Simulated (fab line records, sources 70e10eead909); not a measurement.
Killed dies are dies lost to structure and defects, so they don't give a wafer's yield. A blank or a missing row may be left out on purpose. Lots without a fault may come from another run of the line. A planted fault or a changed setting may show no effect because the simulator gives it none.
Which tool did it? | flow nand_harc | 24 lots, 72 wafers sampled, at 5 steps of a route of 1159

WHAT THE GAUGES READ, wafer by wafer
NHARC_A_M0_OVL_MEAS_10: pitch 160 nm.
lot  | measured     | on         | overlay_x_nm (nm) | overlay_y_nm (nm)
L074 | day 17 16:53 | overlay-01 | -0.1 0.2 0.3      | 1.6 1.6 1.3
L078 | day 17 22:28 | overlay-02 | -1.0 -0.2 -0.8    | -0.8 -0.9 -0.2
L075 | day 18 02:46 | overlay-01 | -0.4 -0.9 -0.4    | 2.2 2.2 1.6
L076 | day 18 03:13 | overlay-01 | 0.8 0.3 0.1       | 0.0 0.1 -0.2
L080 | day 18 03:38 | overlay-02 | -0.5 0.0 0.1      | 0.1 -0.7 -0.3
L079 | day 18 07:08 | overlay-02 | -0.1 -0.4 -0.5    | 0.6 0.3 0.0
L077 | day 18 08:05 | overlay-01 | 0.6 1.3 0.7       | -0.4 -0.8 -0.2
L081 | day 19 10:25 | overlay-02 | 0.3 0.2 -0.3      | -0.1 -0.9 -0.2
L082 | day 19 10:48 | overlay-01 | -0.6 -1.0 -1.5    | -0.6 0.1 -0.3
L083 | day 20 09:05 | overlay-01 | 0.6 1.0 0.7       | -0.7 -0.4 -1.4
L085 | day 20 11:27 | overlay-02 | 0.4 0.1 0.1       | -1.8 -1.4 -1.9
L084 | day 20 20:11 | overlay-01 | 0.0 0.3 0.9       | -1.3 -0.8 -1.0
L087 | day 20 21:14 | overlay-01 | 0.7 0.6 0.3       | 1.0 0.3 0.4
L088 | day 21 04:55 | overlay-01 | -0.6 -0.3 -0.4    | -0.2 -0.3 -0.1
L086 | day 21 13:00 | overlay-02 | -1.1 -1.0 0.0     | 0.1 -0.1 0.5
L089 | day 21 14:12 | overlay-02 | -0.2 0.2 0.1      | 0.0 -0.2 -0.2
L090 | day 21 18:02 | overlay-02 | 0.9 0.0 0.4       | -0.5 -1.0 -0.3
L092 | day 22 07:22 | overlay-01 | -0.1 -0.5 -0.3    | 0.9 1.0 0.9
L095 | day 22 07:36 | overlay-02 | -0.5 -0.8 -0.3    | 1.0 0.2 0.9
L091 | day 22 08:03 | overlay-01 | 1.3 1.2 1.4       | 0.5 0.1 0.0
L094 | day 22 11:04 | overlay-01 | 0.5 0.2 0.5       | -1.0 -1.2 -1.4
L093 | day 22 14:50 | overlay-02 | 0.1 0.9 0.3       | -0.2 0.1 0.1
L096 | day 23 00:47 | overlay-01 | 0.7 -0.2 -0.2     | -0.4 -0.8 -0.4
L097 | day 23 11:14 | overlay-02 | 0.1 -0.1 0.1      | 0.8 0.5 0.3

NHARC_A_M0_THK_MEAS_24: measures by xrf.
lot  | measured     | on            | thk_nm (nm)
L074 | day 17 19:25 | film_metro-02 | 113.1 112.1 116.0
L078 | day 18 00:56 | film_metro-01 | 112.8 112.0 114.0
L075 | day 18 05:20 | film_metro-01 | 116.3 113.8 112.2
L076 | day 18 05:38 | film_metro-02 | 114.3 116.2 117.5
L080 | day 18 06:06 | film_metro-02 | 114.5 111.3 115.3
L079 | day 18 09:34 | film_metro-01 | 113.3 114.6 114.5
L077 | day 18 10:32 | film_metro-01 | 116.7 117.9 117.5
L081 | day 19 12:57 | film_metro-01 | 114.0 115.1 112.8
L082 | day 19 13:15 | film_metro-01 | 113.5 112.6 113.7
L083 | day 20 11:52 | film_metro-01 | 112.3 115.3 115.4
L085 | day 20 13:55 | film_metro-02 | 114.4 112.1 116.1
L084 | day 20 22:36 | film_metro-01 | 113.8 116.4 114.4
L087 | day 20 23:41 | film_metro-01 | 112.7 113.5 115.6
L088 | day 21 07:19 | film_metro-01 | 117.3 113.5 113.7
L086 | day 21 15:24 | film_metro-02 | 116.7 111.7 111.7
L089 | day 21 16:38 | film_metro-01 | 115.3 114.3 116.7
L090 | day 21 20:29 | film_metro-02 | 114.1 115.6 114.0
L092 | day 22 09:55 | film_metro-01 | 115.1 116.0 112.3
L095 | day 22 10:04 | film_metro-01 | 110.5 113.7 112.8
L091 | day 22 10:37 | film_metro-01 | 113.3 115.3 112.8
L094 | day 22 13:30 | film_metro-01 | 112.9 113.2 115.3
L093 | day 22 17:17 | film_metro-02 | 114.6 114.3 112.8
L096 | day 23 03:14 | film_metro-02 | 115.2 113.5 113.2
L097 | day 23 13:40 | film_metro-01 | 114.2 112.1 115.3

WHICH TOOL RAN EACH LOT (tool, then ch and the chambers of the sampled wafers, then the start)
lot  | NHARC_A_BLC_STRIP_29               | NHARC_A_M0_PVD_21                       | NHARC_A_M0_ANNEAL_30
L074 | rie_diel-08 ch 0,2, day 17 10:22   | pvd_sputter-03, day 17 18:45 or earlier | rtp_anneal-02 ch 0, day 17 18:45
L078 | rie_diel-10 ch 0,2, day 17 19:34   | pvd_sputter-03, day 18 00:16 or earlier | rtp_anneal-01 ch 0, day 18 00:16
L075 | rie_diel-10 ch 0,3, day 17 19:59   | pvd_sputter-01, day 18 04:45 or earlier | rtp_anneal-01 ch 0, day 18 04:45
L076 | rie_diel-10 ch 0,1,3, day 17 21:39 | pvd_sputter-02, day 18 05:01 or earlier | rtp_anneal-01 ch 0, day 18 05:01
L080 | rie_diel-10 ch 0,1,2, day 17 22:05 | pvd_sputter-03, day 18 05:25 or earlier | rtp_anneal-02 ch 0, day 18 05:25
L079 | rie_diel-02 ch 1,2,3, day 18 04:13 | pvd_sputter-02, day 18 08:55 or earlier | rtp_anneal-02 ch 0, day 18 08:55
L077 | rie_diel-08 ch 0,2,3, day 18 05:12 | pvd_sputter-02, day 18 09:56 or earlier | rtp_anneal-01 ch 0, day 18 09:56
L081 | rie_diel-02 ch 0,2,3, day 19 07:24 | pvd_sputter-02, day 19 12:20 or earlier | rtp_anneal-01 ch 0, day 19 12:20
L082 | rie_diel-10 ch 0,1, day 19 07:53   | pvd_sputter-03, day 19 12:41 or earlier | rtp_anneal-02 ch 0, day 19 12:41
L083 | rie_diel-10 ch 1,2,3, day 19 17:55 | pvd_sputter-02, day 20 10:53 or earlier | rtp_anneal-02 ch 0, day 20 10:53
L085 | rie_diel-10 ch 1,2,3, day 20 03:23 | pvd_sputter-03, day 20 13:18 or earlier | rtp_anneal-01 ch 0, day 20 13:18
L084 | rie_diel-10 ch 0,2,3, day 20 05:10 | pvd_sputter-02, day 20 21:57 or earlier | rtp_anneal-02 ch 0, day 20 21:57
L087 | rie_diel-08 ch 0,1,3, day 20 11:36 | pvd_sputter-01, day 20 23:07 or earlier | rtp_anneal-02 ch 0, day 20 23:07
L088 | rie_diel-08 ch 0,3, day 20 22:48   | pvd_sputter-03, day 21 06:40 or earlier | rtp_anneal-01 ch 0, day 21 06:40
L086 | rie_diel-02 ch 1,2,3, day 21 05:36 | pvd_sputter-03, day 21 14:44 or earlier | rtp_anneal-02 ch 0, day 21 14:44
L089 | rie_diel-10 ch 0,1,3, day 21 06:31 | pvd_sputter-02, day 21 16:05 or earlier | rtp_anneal-01 ch 0, day 21 16:05
L090 | rie_diel-08 ch 1,2,3, day 21 14:43 | pvd_sputter-01, day 21 19:20            | rtp_anneal-02 ch 0, day 21 19:52
L092 | rie_diel-10 ch 1,3, day 22 00:22   | pvd_sputter-02, day 22 09:16 or earlier | rtp_anneal-01 ch 0, day 22 09:16
L095 | rie_diel-10 ch 0,2,3, day 22 00:46 | pvd_sputter-03, day 22 09:26 or earlier | rtp_anneal-02 ch 0, day 22 09:26
L091 | rie_diel-10 ch 0,2, day 22 01:21   | pvd_sputter-02, day 22 10:04 or earlier | rtp_anneal-01 ch 0, day 22 10:04
L094 | rie_diel-08 ch 0,2,3, day 22 02:12 | pvd_sputter-02, day 22 12:50 or earlier | rtp_anneal-02 ch 0, day 22 12:50
L093 | rie_diel-08 ch 0,1,2, day 22 11:50 | pvd_sputter-02, day 22 16:38 or earlier | rtp_anneal-01 ch 0, day 22 16:38
L096 | rie_diel-08 ch 1,2, day 22 21:59   | pvd_sputter-01, day 23 02:34 or earlier | rtp_anneal-01 ch 0, day 23 02:34
L097 | rie_diel-08 ch 0,1, day 23 04:32   | pvd_sputter-02, day 23 13:01 or earlier | rtp_anneal-02 ch 0, day 23 13:01
- NHARC_A_BLC_STRIP_29: strips in CF4.
- NHARC_A_M0_PVD_21: deposits Cu, target thk 30 nm, time 20.49 s.
- NHARC_A_M0_ANNEAL_30: time 90 s.

WHAT THE TOOLS THEMSELVES READ (means of the sampled wafers that have a number; where no wafer has one, the mark that the record gives instead)
NHARC_A_BLC_STRIP_29.
lot  | tool        | drypump_motor_current_A (A) | oes_product_au (a.u.) | rf_vpp_V (V) | showerhead_plenum_p_Torr (Torr) | throttle_valve_pct (%)
L074 | rie_diel-08 | 6.1                         | 1.000                 | 58.7         | 1.78                            | 13.288
L078 | rie_diel-10 | 5.2                         | 1.003                 | 58.4         | 1.70                            | 13.290
L075 | rie_diel-10 | 5.3                         | 1.000                 | 59.7         | 1.75                            | 13.288
L076 | rie_diel-10 | 5.3                         | 1.009                 | 59.3         | 1.78                            | 13.285
L080 | rie_diel-10 | 5.2                         | 1.009                 | 59.2         | 1.73                            | 13.279
L079 | rie_diel-02 | 5.8                         | 1.009                 | 59.1         | 1.72                            | 13.287
L077 | rie_diel-08 | 5.8                         | 0.995                 | 59.7         | 1.72                            | 13.284
L081 | rie_diel-02 | 5.5                         | 1.007                 | 59.2         | 1.77                            | 13.288
L082 | rie_diel-10 | 4.9                         | 1.015                 | 59.5         | 1.75                            | 13.287
L083 | rie_diel-10 | 5.6                         | 1.006                 | 60.5         | 1.80                            | 13.285
L085 | rie_diel-10 | 5.5                         | 1.002                 | 59.9         | 1.80                            | 13.288
L084 | rie_diel-10 | 5.5                         | 0.995                 | 59.0         | 1.76                            | 13.282
L087 | rie_diel-08 | 5.8                         | 0.999                 | 59.6         | 1.79                            | 13.285
L088 | rie_diel-08 | 6.1                         | 1.000                 | 59.6         | 1.78                            | 13.288
L086 | rie_diel-02 | 5.9                         | 1.004                 | 58.5         | 1.72                            | 13.278
L089 | rie_diel-10 | 5.3                         | 1.000                 | 59.0         | 1.78                            | 13.280
L090 | rie_diel-08 | 5.5                         | 1.000                 | 58.3         | 1.73                            | 13.289
L092 | rie_diel-10 | 5.3                         | 1.008                 | 59.7         | 1.81                            | 13.279
L095 | rie_diel-10 | 5.6                         | 1.005                 | 60.0         | 1.76                            | 13.282
L091 | rie_diel-10 | 5.2                         | 1.001                 | 58.9         | 1.70                            | 13.285
L094 | rie_diel-08 | 5.8                         | 0.999                 | 58.8         | 1.71                            | 13.292
L093 | rie_diel-08 | 5.7                         | 1.004                 | 59.4         | 1.78                            | 13.290
L096 | rie_diel-08 | 5.5                         | 1.003                 | 59.1         | 1.71                            | 13.290
L097 | rie_diel-08 | 5.7                         | 1.003                 | 59.1         | 1.85                            | 13.278

NHARC_A_M0_PVD_21.
lot  | tool           | chamber_pressure_pa (Pa) | throttle_valve_pct (%)
L074 | pvd_sputter-03 | 5.003                    | 29.9
L078 | pvd_sputter-03 | 4.995                    | 30.3
L075 | pvd_sputter-01 | 5.002                    | 30.7
L076 | pvd_sputter-02 | 5.000                    | 30.9
L080 | pvd_sputter-03 | 5.007                    | 30.5
L079 | pvd_sputter-02 | 4.993                    | 30.3
L077 | pvd_sputter-02 | 5.005                    | 30.9
L081 | pvd_sputter-02 | 4.992                    | 30.9
L082 | pvd_sputter-03 | 5.005                    | 30.4
L083 | pvd_sputter-02 | 5.000                    | 30.9
L085 | pvd_sputter-03 | 5.001                    | 30.0
L084 | pvd_sputter-02 | 5.004                    | 30.4
L087 | pvd_sputter-01 | 5.001                    | 31.0
L088 | pvd_sputter-03 | 4.999                    | 31.5
L086 | pvd_sputter-03 | 4.995                    | 30.6
L089 | pvd_sputter-02 | 4.996                    | 30.4
L090 | pvd_sputter-01 | 5.000                    | 30.8
L092 | pvd_sputter-02 | 4.994                    | 30.4
L095 | pvd_sputter-03 | 4.996                    | 30.2
L091 | pvd_sputter-02 | 5.003                    | 30.9
L094 | pvd_sputter-02 | 4.997                    | 30.7
L093 | pvd_sputter-02 | 5.000                    | 30.9
L096 | pvd_sputter-01 | 4.999                    | 30.8
L097 | pvd_sputter-02 | 4.993                    | 30.8

NHARC_A_M0_ANNEAL_30.
lot  | tool          | wafer_temp_C_max
L074 | rtp_anneal-02 | 226.1
L078 | rtp_anneal-01 | 226.5
L075 | rtp_anneal-01 | 226.6
L076 | rtp_anneal-01 | 226.5
L080 | rtp_anneal-02 | 225.9
L079 | rtp_anneal-02 | 226.0
L077 | rtp_anneal-01 | 226.7
L081 | rtp_anneal-01 | 226.4
L082 | rtp_anneal-02 | 226.1
L083 | rtp_anneal-02 | 226.2
L085 | rtp_anneal-01 | 226.5
L084 | rtp_anneal-02 | 226.4
L087 | rtp_anneal-02 | 226.0
L088 | rtp_anneal-01 | 226.5
L086 | rtp_anneal-02 | 226.0
L089 | rtp_anneal-01 | 226.4
L090 | rtp_anneal-02 | 225.9
L092 | rtp_anneal-01 | 226.6
L095 | rtp_anneal-02 | 226.3
L091 | rtp_anneal-01 | 226.4
L094 | rtp_anneal-02 | 225.7
L093 | rtp_anneal-01 | 226.7
L096 | rtp_anneal-01 | 226.6
L097 | rtp_anneal-02 | 226.4

THE ANSWER, worked out from the rows above alone
Rule: what is usual is taken from the lots themselves. Put in order of their means at a reading, lots are off if they are a third of the lots or fewer, leave a main group of 4 or more, and stand apart from it by a gap of 3 or more times the standard deviation of the main group's means; of several such gaps the widest counts. A main group whose means are all the same, to the digits that the tables above print for the reading, isn't used. A lot without any number at a reading at which 4 lots or more have one is off too. The other lots that the step has rows for count as sound. The gauges are gone through in route order, then the tools' own readings, and for those a lot's mean is taken as printed above. The first step at which some lot is off is used, and at that step the reading that is off furthest; a lot without a number counts as furthest.
No lot is off at any reading shown: from this, nothing can be told.

WHAT THE SIMULATOR HAD PUT IN
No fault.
